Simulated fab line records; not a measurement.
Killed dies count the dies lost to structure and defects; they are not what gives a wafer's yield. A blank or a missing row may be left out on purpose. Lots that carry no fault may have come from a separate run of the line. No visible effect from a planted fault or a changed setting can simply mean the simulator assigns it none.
fab line records	flow nand-harc
record: lots: 6	wafers: 18	last-day: 34
route steps=1302 shown A_DECK1_JOINT@541 A_ONON_D2@545 END@1302
lots that met no fault: from a run of the same line without faults
start-h: start of the lot's first displayed wafer, in hours after the record's first day	wait-h: hours since the lot's step before	" unchanged from the row above	L1.1+2: a row that stands for several wafers	- no value, or no start given	* or withheld: withheld	< > ~ a bound
route shown NAME@n: names a module that has steps shown in the file, with the first one's number in the route	usual: average and standard deviation across the fault-free wafers	same: alike in all rows	chamber/n: place in a boat	sites: the reading at each site	_std_site: standard deviation across them	_edge_site: outer sites' mean less inner sites'	radius-mm: how far each site lies from the wafer's centre	mask NAME#n: copy n	behind: the last tool/chamber to shape the wafer	hold: the reason the lot was held/the length of the hold in hours/how it ended	device: names the non-switching transistor (n, p or np)	end of line: tests run on the same wafers once the route is complete	a step given without rows: its recipe and nothing more	killed: at the first sort, the dies lost to defects and structure; wafer yield is something else	map: the dies of a wafer, with x for killed, . for not killed, _ for no die there
set.NAME: the setting that was run; set.NAME@STEP: the one run at that earlier step	model.NAME: the simulator's own value behind a step, which no gauge read
a table for each step, a row for each wafer; lots at some steps of the route
services: from which hour (start-h, from the record's first day; less than 0 if before it) a tool's chamber was out of use, for how many hours, and why
== steps ==
step: NHARC_A_DECK1_JOINT_SRD_15
step: NHARC_A_DECK1_JOINT_DEP_16
recipe: target-thk-a: 450	temp-c: 400	pressure-torr: 6.5	rf-w: 900	teos-flow-sccm: 161.4	flow-sccm: 2650	target-thk-nm: 45	gas: O2	material: SiO2
usual: chamber-pressure-Torr: 6.501/0.015	heater-power-w: 602/110	showerhead-vpp-V: 1850/56	throttle-valve-pct: 15.8/0.49
lot.wafer	tool	chamber	start-h	wait-h	chamber-pressure-Torr	heater-power-w	showerhead-vpp-V	throttle-valve-pct
L992.6	pecvd-03	0	353.78	0.4	6.535	649	1811	16.1
L992.4	"	1	"	"	6.510	587	1887	16.1
L992.5	"	2	"	"	6.485	487	1846	16.1
L993.1	pecvd-04	1	371.45	0.1	6.473	511	1843	16.2
L993.5	"	1	"	"	6.487	498	1859	16.0
L993.4	"	2	"	"	6.508	817	1865	15.8
L996.1	pecvd-03	0	406.08	0.1	6.482	652	1804	15.8
L996.5	"	0	"	"	6.495	657	1812	16.1
L996.4	"	1	"	"	6.490	592	1898	16.1
L105.2	pecvd-04	0	489.62	0.1	6.490	499	1869	15.0
L105.3	"	2	"	"	6.492	764	1902	15.6
L105.6	"	1	"	"	6.491	570	1872	16.1
L104.3	pecvd-04	1	489.79	0.3	6.485	515	1868	16.4
L104.1	"	0	"	"	6.495	418	1864	14.6
L104.6	"	0	"	"	6.493	420	1863	15.0
L106.2	pecvd-04	1	513.01	0.1	6.503	564	1869	16.4
L106.4	"	2	"	"	6.495	640	1886	15.7
L106.6	"	0	"	"	6.512	458	1884	15.1
step: NHARC_A_DECK1_JOINT_THK_MEAS_17
recipe: thk-meas-gauge: ellipsometry
usual: thk-nm: 44.7/1.2
lot.wafer	tool	chamber	start-h	wait-h	thk-nm
L992.4	film-metro-01	-	353.97	0.1	45.8
L992.5	"	-	"	"	45.9
L992.6	"	-	"	"	45.7
L993.1	film-metro-02	-	371.74	0.3	44.0
L993.4	"	-	"	"	46.9
L993.5	"	-	"	"	44.8
L996.1	film-metro-01	-	406.33	0.2	46.8
L996.4	"	-	"	"	46.1
L996.5	"	-	"	"	45.0
L105.2	film-metro-02	-	489.90	0.3	46.7
L105.3	"	-	"	"	43.8
L105.6	"	-	"	"	46.2
L104.1	film-metro-01	-	490.07	0.2	43.2
L104.3	"	-	"	"	44.1
L104.6	"	-	"	"	44.3
L106.2	film-metro-02	-	513.23	0.2	43.7
L106.4	"	-	"	"	46.6
L106.6	"	-	"	"	45.6
step: NHARC_A_DECK1_JOINT_INSPECT_05
usual: raw-defect-count: 299/100
lot.wafer	tool	chamber	start-h	wait-h	raw-defect-count
L992.4	defect-inspect-01	-	354.01	0.0	330
L992.5	"	-	"	"	344
L992.6	"	-	"	"	279
L993.1	defect-inspect-01	-	371.77	0.0	367
L993.4	"	-	"	"	349
L993.5	"	-	"	"	211
L996.1	defect-inspect-01	-	406.36	0.0	266
L996.4	"	-	"	"	302
L996.5	"	-	"	"	200
L105.2	defect-inspect-02	-	489.94	0.0	191
L105.3	"	-	"	"	513
L105.6	"	-	"	"	219
L104.1	defect-inspect-02	-	490.11	0.0	201
L104.3	"	-	"	"	395
L104.6	"	-	"	"	233
L106.2	defect-inspect-01	-	513.27	0.0	257
L106.4	"	-	"	"	297
L106.6	"	-	"	"	336
step: NHARC_A_ONON_D2_DEP_00
recipe: target-thk-a: 10000	n2-flow-sccm: 2750	n2o-flow-sccm: 2000	nh3-flow-sccm: 500	sih4-flow-sccm: 210	temp-c: 400
step: NHARC_A_ONON_D2_THK_MEAS_02
recipe: thk-meas-gauge: ellipsometry
usual: thk-nm: 997/9.7
lot.wafer	tool	chamber	start-h	wait-h	thk-nm
L992.4	film-metro-02	-	354.62	-	979
L992.5	"	-	"	"	979
L992.6	"	-	"	"	980
L993.1	film-metro-01	-	372.34	-	1002
L993.4	"	-	"	"	1003
L993.5	"	-	"	"	1004
L996.1	film-metro-02	-	406.94	-	1004
L996.4	"	-	"	"	1002
L996.5	"	-	"	"	1003
L105.2	film-metro-01	-	490.52	-	992
L105.3	"	-	"	"	992
L105.6	"	-	"	"	991
L104.1	film-metro-02	-	490.68	-	1008
L104.3	"	-	"	"	1011
L104.6	"	-	"	"	1011
L106.2	film-metro-02	-	513.85	-	996
L106.4	"	-	"	"	995
L106.6	"	-	"	"	994
step: NHARC_A_ONON_D2_DEP_03
recipe: target-thk-a: 10000	n2-flow-sccm: 2750	n2o-flow-sccm: 2000	nh3-flow-sccm: 500	sih4-flow-sccm: 210	temp-c: 400
step: NHARC_A_ONON_D2_THK_MEAS_05
recipe: thk-meas-gauge: ellipsometry
usual: thk-nm: 1001/12
lot.wafer	tool	chamber	start-h	wait-h	thk-nm
L992.4	film-metro-01	-	355.19	-	1006
L992.5	"	-	"	"	1005
L992.6	"	-	"	"	1007
L993.1	film-metro-01	-	372.91	-	1016
L993.4	"	-	"	"	1017
L993.5	"	-	"	"	1015
L996.1	film-metro-02	-	407.51	-	1009
L996.4	"	-	"	"	1012
L996.5	"	-	"	"	1011
L105.2	film-metro-02	-	491.08	-	992
L105.3	"	-	"	"	990
L105.6	"	-	"	"	992
L104.1	film-metro-01	-	491.25	-	983
L104.3	"	-	"	"	983
L104.6	"	-	"	"	981
L106.2	film-metro-01	-	514.41	-	1023
L106.4	"	-	"	"	1022
L106.6	"	-	"	"	1021
step: NHARC_A_ONON_D2_DEP_06
recipe: target-thk-a: 10000	n2-flow-sccm: 2750	n2o-flow-sccm: 2000	nh3-flow-sccm: 500	sih4-flow-sccm: 210	temp-c: 400
step: NHARC_A_ONON_D2_THK_MEAS_08
recipe: thk-meas-gauge: ellipsometry
usual: thk-nm: 1002/9.6
lot.wafer	tool	chamber	start-h	wait-h	thk-nm
L992.4	film-metro-01	-	355.76	-	1001
L992.5	"	-	"	"	998
L992.6	"	-	"	"	1000
L993.1	film-metro-01	-	373.47	-	1001
L993.4	"	-	"	"	1001
L993.5	"	-	"	"	1001
L996.1	film-metro-01	-	408.08	-	1008
L996.4	"	-	"	"	1006
L996.5	"	-	"	"	1009
L105.2	film-metro-02	-	491.65	-	1006
L105.3	"	-	"	"	1006
L105.6	"	-	"	"	1005
L104.1	film-metro-01	-	491.82	-	1016
L104.3	"	-	"	"	1015
L104.6	"	-	"	"	1013
L106.2	film-metro-01	-	514.98	-	989
L106.4	"	-	"	"	988
L106.6	"	-	"	"	989
step: NHARC_A_ONON_D2_DEP_09
recipe: target-thk-a: 10000	n2-flow-sccm: 2750	n2o-flow-sccm: 2000	nh3-flow-sccm: 500	sih4-flow-sccm: 210	temp-c: 400
step: NHARC_A_ONON_D2_THK_MEAS_11
recipe: thk-meas-gauge: ellipsometry
usual: thk-nm: 998/11
lot.wafer	tool	chamber	start-h	wait-h	thk-nm
L992.4	film-metro-01	-	356.32	-	1008
L992.5	"	-	"	"	1006
L992.6	"	-	"	"	1006
L993.1	film-metro-01	-	374.04	-	1002
L993.4	"	-	"	"	1003
L993.5	"	-	"	"	1005
L996.1	film-metro-01	-	408.64	-	978
L996.4	"	-	"	"	979
L996.5	"	-	"	"	980
L105.2	film-metro-02	-	492.21	-	986
L105.3	"	-	"	"	986
L105.6	"	-	"	"	985
L104.1	film-metro-01	-	492.38	-	1013
L104.3	"	-	"	"	1013
L104.6	"	-	"	"	1013
L106.2	film-metro-02	-	515.55	-	993
L106.4	"	-	"	"	990
L106.6	"	-	"	"	992
step: NHARC_A_ONON_D2_DEP_12
recipe: target-thk-a: 10000	n2-flow-sccm: 2750	n2o-flow-sccm: 2000	nh3-flow-sccm: 500	sih4-flow-sccm: 210	temp-c: 400
lot.wafer	tool	chamber	start-h	wait-h
L992.4+5+6	pecvd-onon-01	0	356.55	0.2
L993.1+4+5	pecvd-onon-01	0	374.10	0.1
L996.1+4+5	pecvd-onon-02	0	408.70	0.1
L105.2+3+6	pecvd-onon-02	0	492.32	0.1
L104.1+3+6	pecvd-onon-01	0	492.44	0.1
L106.2+4+6	pecvd-onon-02	0	515.66	0.1
step: NHARC_A_ONON_D2_THK_MEAS_14
recipe: thk-meas-gauge: ellipsometry
usual: thk-nm: 1001/11
lot.wafer	tool	chamber	start-h	wait-h	thk-nm
L992.4	film-metro-01	-	356.89	-	620
L992.5	"	-	"	"	622
L992.6	"	-	"	"	620
L993.1	film-metro-01	-	374.62	-	621
L993.4	"	-	"	"	619
L993.5	"	-	"	"	620
L996.1	film-metro-01	-	409.21	-	1004
L996.4	"	-	"	"	1004
L996.5	"	-	"	"	1005
L105.2	film-metro-01	-	492.77	-	1013
L105.3	"	-	"	"	1011
L105.6	"	-	"	"	1013
L104.1	film-metro-01	-	492.95	-	991
L104.3	"	-	"	"	990
L104.6	"	-	"	"	991
L106.2	film-metro-01	-	516.11	-	1003
L106.4	"	-	"	"	1002
L106.6	"	-	"	"	1002
step: NHARC_A_ONON_D2_ANNEAL_15
recipe: temp-c: 750	time-s: 3600
step: NHARC_END_SORT_01
recipe: temp-c: 25
usual: killed-at-array: 56/19	killed-at-other: 1.0/1.3	killed-at-periphery: 3.8/2.2	killed-dies: 61/19	killed-open: 3.1/1.9	killed-short: 2.3/1.5
same: gross-dies: 677
lot.wafer	tool	chamber	start-h	wait-h	killed-at-array	killed-at-other	killed-at-periphery	killed-dies	killed-open	killed-short
L993.1	prober-01	0	648.37	2.5	676	1	0	677	1	3
L993.4	prober-01	0	650.76	3.4	674	2	1	677	3	2
L993.5	prober-01	0	651.56	3.7	674	1	2	677	1	1
L992.4	prober-02	0	650.68	3.4	672	2	3	677	6	0
L992.5	prober-02	0	651.48	3.7	669	1	7	677	3	1
L992.6	prober-02	0	652.27	4.0	673	2	2	677	4	3
killed by level:class
L993.1 A_ONON_D2:area-dep=634 A_SLIT:chamber-film-flake=20 A_CHANNEL_HOLE_D2:chamber-film-flake=6 A_STAIRCASE:chamber-film-flake=5 A_CHANNEL_FILL_D1:geometric-particle:short=2 A_CHANNEL_HOLE_D1:chamber-film-flake=2 A_DECK1_JOINT:chamber-film-flake=2 A_BLC:chamber-film-flake=2
L992.4 A_ONON_D2:area-dep=618 A_SLIT:chamber-film-flake=25 A_CHANNEL_HOLE_D2:chamber-film-flake=10 A_CHANNEL_HOLE_D1:chamber-film-flake=4 A_CONTACT:chamber-film-flake=4 A_BLC:geometric-particle:open=2 A_CHANNEL_FILL_D1:chamber-film-flake=2 A_STAIRCASE:chamber-film-flake=2
L993.4 A_ONON_D2:area-dep=616 A_SLIT:chamber-film-flake=21 A_CHANNEL_HOLE_D2:chamber-film-flake=10 A_CONTACT:chamber-film-flake=9 A_CHANNEL_HOLE_D1:chamber-film-flake=6 A_STAIRCASE:chamber-film-flake=5 THIN_TSV:chamber-film-flake=2 P_CONTACT:geometric-particle:open=1
L992.5 A_ONON_D2:area-dep=605 A_SLIT:chamber-film-flake=31 A_CHANNEL_HOLE_D2:chamber-film-flake=12 A_SGD_CUT:chamber-film-flake=5 A_STAIRCASE:chamber-film-flake=4 A_CONTACT:chamber-film-flake=4 P_BONDPAD:chamber-film-flake=3 A_CHANNEL_HOLE_D1:chamber-film-flake=3
L993.5 A_ONON_D2:area-dep=609 A_SLIT:chamber-film-flake=27 A_CHANNEL_HOLE_D2:chamber-film-flake=12 A_BLC:chamber-film-flake=8 A_STAIRCASE:chamber-film-flake=7 A_CONTACT:chamber-film-flake=6 A_CHANNEL_HOLE_D1:chamber-film-flake=4 P_GATE:geometric-particle:short=1
L992.6 A_ONON_D2:area-dep=615 A_SLIT:chamber-film-flake=28 A_CHANNEL_HOLE_D2:chamber-film-flake=10 A_CHANNEL_HOLE_D1:chamber-film-flake=5 A_CONTACT:chamber-film-flake=5 P_M0:geometric-particle:open=1 P_M1:geometric-particle:open=1 A_ONON_D1:geometric-particle:short=1
map L992.4 (x killed, . not)
____________x____________
_________xxxxxxx_________
_______xxxxxxxxxxx_______
______xxxxxxxxxxxxx______
_____xxxxxxxxxxxxxxx_____
____xxxxxxxxxxxxxxxxx____
____xxxxxxxxxxxxxxxxx____
___xxxxxxxxxxxxxxxxxxx___
___xxxxxxxxxxxxxxxxxxx___
__xxxxxxxxxxxxxxxxxxxxx__
__xxxxxxxxxxxxxxxxxxxxx__
_xxxxxxxxxxxxxxxxxxxxxxx_
_xxxxxxxxxxxxxxxxxxxxxxx_
_xxxxxxxxxxxxxxxxxxxxxxx_
_xxxxxxxxxxxxxxxxxxxxxxx_
_xxxxxxxxxxxxxxxxxxxxxxx_
xxxxxxxxxxxxxxxxxxxxxxxxx
xxxxxxxxxxxxxxxxxxxxxxxxx
xxxxxxxxxxxxxxxxxxxxxxxxx
xxxxxxxxxxxxxxxxxxxxxxxxx
xxxxxxxxxxxxxxxxxxxxxxxxx
_xxxxxxxxxxxxxxxxxxxxxxx_
_xxxxxxxxxxxxxxxxxxxxxxx_
_xxxxxxxxxxxxxxxxxxxxxxx_
_xxxxxxxxxxxxxxxxxxxxxxx_
_xxxxxxxxxxxxxxxxxxxxxxx_
__xxxxxxxxxxxxxxxxxxxxx__
__xxxxxxxxxxxxxxxxxxxxx__
___xxxxxxxxxxxxxxxxxxx___
___xxxxxxxxxxxxxxxxxxx___
____xxxxxxxxxxxxxxxxx____
____xxxxxxxxxxxxxxxxx____
_____xxxxxxxxxxxxxxx_____
______xxxxxxxxxxxxx______
_______xxxxxxxxxxx_______
_________xxxxxxx_________
____________x____________
map L993.1 (x killed, . not)
____________x____________
_________xxxxxxx_________
_______xxxxxxxxxxx_______
______xxxxxxxxxxxxx______
_____xxxxxxxxxxxxxxx_____
____xxxxxxxxxxxxxxxxx____
____xxxxxxxxxxxxxxxxx____
___xxxxxxxxxxxxxxxxxxx___
___xxxxxxxxxxxxxxxxxxx___
__xxxxxxxxxxxxxxxxxxxxx__
__xxxxxxxxxxxxxxxxxxxxx__
_xxxxxxxxxxxxxxxxxxxxxxx_
_xxxxxxxxxxxxxxxxxxxxxxx_
_xxxxxxxxxxxxxxxxxxxxxxx_
_xxxxxxxxxxxxxxxxxxxxxxx_
_xxxxxxxxxxxxxxxxxxxxxxx_
xxxxxxxxxxxxxxxxxxxxxxxxx
xxxxxxxxxxxxxxxxxxxxxxxxx
xxxxxxxxxxxxxxxxxxxxxxxxx
xxxxxxxxxxxxxxxxxxxxxxxxx
xxxxxxxxxxxxxxxxxxxxxxxxx
_xxxxxxxxxxxxxxxxxxxxxxx_
_xxxxxxxxxxxxxxxxxxxxxxx_
_xxxxxxxxxxxxxxxxxxxxxxx_
_xxxxxxxxxxxxxxxxxxxxxxx_
_xxxxxxxxxxxxxxxxxxxxxxx_
__xxxxxxxxxxxxxxxxxxxxx__
__xxxxxxxxxxxxxxxxxxxxx__
___xxxxxxxxxxxxxxxxxxx___
___xxxxxxxxxxxxxxxxxxx___
____xxxxxxxxxxxxxxxxx____
____xxxxxxxxxxxxxxxxx____
_____xxxxxxxxxxxxxxx_____
______xxxxxxxxxxxxx______
_______xxxxxxxxxxx_______
_________xxxxxxx_________
____________x____________
== services ==
tool	chamber	start-h	hours	kind
pecvd-03	-	366.00	13.0	pm
pecvd-03	0	366.00	13.0	vent-cycle
pecvd-03	1	366.00	13.0	vent-cycle
pecvd-03	2	366.00	13.0	vent-cycle
pecvd-onon-02	-	366.09	13.0	pm
pecvd-03	0	379.00	-	clean
pecvd-03	1	379.00	-	clean
pecvd-03	2	379.00	-	clean
pecvd-04	-	415.79	1.6	repair
pecvd-04	-	427.96	0.3	repair
pecvd-onon-01	-	450.08	13.0	pm
pecvd-04	-	450.40	13.0	pm
pecvd-04	0	450.40	13.0	vent-cycle
pecvd-04	1	450.40	13.0	vent-cycle
pecvd-04	2	450.40	13.0	vent-cycle
pecvd-04	0	463.40	-	clean
pecvd-04	1	463.40	-	clean
pecvd-04	2	463.40	-	clean
pecvd-03	2	483.37	145.3	repair
== key ==
first-sign: step: NHARC_A_ONON_D2_THK_MEAS_14	reading: thk-nm	direction: down	sigmas: 35	usual: 1001	struck: 620
effect: step: NHARC_END_SORT_01	reading: killed-at-array	direction: up	sigmas: 33	usual: 56	struck: 673
more-kills-born-at: NHARC_A_ONON_D2_DEP_12@pecvd-onon-01: 3697
met-at NHARC_A_ONON_D2_DEP_12
struck-wafers L992.4,L992.5,L992.6,L993.1,L993.4,L993.5
later-rows-left-out L992.4,L992.5,L992.6,L993.1,L993.4,L993.5
tester-left-out L992,L993
fault: kind: process-parameter-drift	tool: pecvd-onon-01	chamber: -	onset-h: 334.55	steps: NHARC_A_ONON_D2_DEP_12	channel: target-thk-a	offset: *	shape: step	end-h: 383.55	acts-in: *	stated: *
tester-left-out: of these lots the tester's yield and bins aren't shown, on N5 and GAA mostly nor the transistor test; their killed dies are dies lost to structure and defects alone, not to doping, threshold or leakage, so they don't give the yield
later-rows-left-out: the simulator's readings of these wafers behind a module that went badly wrong aren't trusted and aren't shown, but for the sort
